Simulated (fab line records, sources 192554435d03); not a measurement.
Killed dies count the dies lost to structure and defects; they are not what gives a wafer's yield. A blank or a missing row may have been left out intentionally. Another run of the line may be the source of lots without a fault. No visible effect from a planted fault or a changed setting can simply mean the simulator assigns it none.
Struck lot and sound lot, side by side ; flow n5Finfet ; 36 steps out of a route of 1938
Sound: wafers L227.2, L227.4, L227.6. The struck wafers were L240.2, L240.5, L240.6. At the end, the cause is stated.
At each step with rows: each side's tool, then ch and its chambers, then its first start. Under that, the readings that differ: sound wafers ; struck wafers ; difference of the means ; sigmas: that difference in standard deviations of wafers without a fault.
alike: words and numbers the same on both sides, and readings whose means are apart by under 2 such deviations; not compared: readings that were withheld, readings missing a value for some wafer, numbers with overlapping values and no deviation given by the record, and bounds like >300 which may hide the same value.
A row with sigmas, a row that says differs or no value, or rows on one side alone: a step with any of these is where the two part. When numbers do not overlap yet have no deviation, they are printed without sigmas and do not part them. A reading missing from all wafers of one side parts the sides only when that side holds two or more wafers.

first, 7 steps without rows for these wafers: N5_BEOL_M4_CMP_52 (polishes, stops on SiOC, t overpolish 6.8 s, target thk 40 nm); N5_BEOL_M4_PRE_CLEAN_60 (time 15 s); N5_BEOL_M4_CO_CAP_55 (material Co, precursor CCTBA/H2, target thk 2 nm, time 102.1 s); N5_BEOL_M4_PRE_CLEAN_56 (time 15 s); N5_BEOL_M4_DEP_57 (deposits SiCN from 3MS/NH3, target thk 8 nm, time 14 s); N5_BEOL_M5_ILD_DEP_00 (deposits SiCOH lowk from DEMS/porogen, target thk 140.64 nm, time 25.9 s); N5_BEOL_M5_CURE_79 (cures SiCOH lowk, time 240 s).
N5_BEOL_M5_PECVD_70: deposits SiO2 from TEOS/O2, target thk 16 nm, time 18 s.
  sound on pecvd-04 ch 0,1, day 8 15:05; struck on pecvd-01 ch 0,1,2, day 12 11:57
  alike: heaterPowerW, showerheadPlenumPTorr, throttleValvePct
then, 25 steps without rows for these wafers: N5_BEOL_M5_HM_DEP_02 (deposits TiN, target thk 20 nm); N5_BEOL_M5_COAT_59 (time 60 s, resist thk 60 nm); N5_BEOL_M5_COAT_60 (time 60 s, resist thk 12 nm); N5_BEOL_M5_COAT_71 (time 60 s, resist thk 5 nm); N5_BEOL_M5_COAT_05 (resist thk 30 nm); N5_BEOL_M5_EBR_07; N5_BEOL_M5_SOFTBAKE_06 (time 60 s); N5_BEOL_M5_EXPOSE_08 (exposes mask M5, target cd 28 nm); N5_BEOL_M5_PEB_09 (peb time 60 s); N5_BEOL_M5_DEVELOP_10 (develop time 30 s); N5_BEOL_M5_DESCUM_16 (chemistry O2, time 7 s); N5_BEOL_M5_ETCH_72 (etches underlayer in N2/H2, target depth 6.5 nm, time 5.2 s); N5_BEOL_M5_ETCH_61 (etches SiARC in CF4, target depth 15.6 nm, time 26 s); N5_BEOL_M5_ETCH_62 (etches SOC in N2/H2, target depth 75 nm, overetch 15 nm, time 112.5 s); N5_BEOL_M5_STRIP_63 (strips in N2/H2); N5_BEOL_M5_STRIP_73 (strips in N2/H2); N5_BEOL_M5_STRIP_64 (strips in CF4); N5_BEOL_M5_HM_OPEN_17 (chemistry Cl2/BCl3, target TiN, target depth 20 nm, overetch 6 nm); N5_BEOL_M5_STRIP_19 (strips in O2); N5_BEOL_M5_COAT_65 (time 60 s, resist thk 60 nm); N5_BEOL_M5_COAT_66 (time 60 s, resist thk 12 nm); N5_BEOL_M5_COAT_74 (time 60 s, resist thk 5 nm); N5_BEOL_M5_COAT_22 (resist thk 30 nm); N5_BEOL_M5_EBR_24; N5_BEOL_M5_SOFTBAKE_23 (time 60 s).
N5_BEOL_M5_HM_STRIP_39: strips TiN in peroxide tin strip, target depth 25 nm, time 158 s.
  sound on wetBench-06 ch 0,1,5, day 8 17:29; struck on wetBench-04 ch 2,4,6, day 12 15:24
reading;sound;struck;difference;sigmas
model.SiO2_of_BEOL_M5_PECVD_70.thkNm (nm);15.6 15.8 15.8;31.4 32.8 32.6;+16.5;
N5_BEOL_M5_CMP_52: polishes, stops on SiCOH lowk, t overpolish 6.9 s, target thk 62 nm.
  sound on cmp-02 ch 0,1,3, day 9 00:25; struck on cmp-03 ch 0,3, day 12 21:35
reading;sound;struck;difference;sigmas
barrierFieldEndpointS (s);23.4 24.4 24.2;41.2 41.2 41.2;+17.2;+30
overpolishRunS (s);6.910 6.905 6.903;0.042 0.044 0.040;-6.864;-99 or more
  alike: motorCurrentA, platenRpm, slurryFlowMlMin, timeToEndpointS
next, for these wafers, 1 step has no rows: N5_PASSIVATION_PROBE_49.

## WHERE THEY PART
At N5_BEOL_M5_CMP_52 and nowhere else, as far as this record goes.

WHY: whatever the simulator had introduced
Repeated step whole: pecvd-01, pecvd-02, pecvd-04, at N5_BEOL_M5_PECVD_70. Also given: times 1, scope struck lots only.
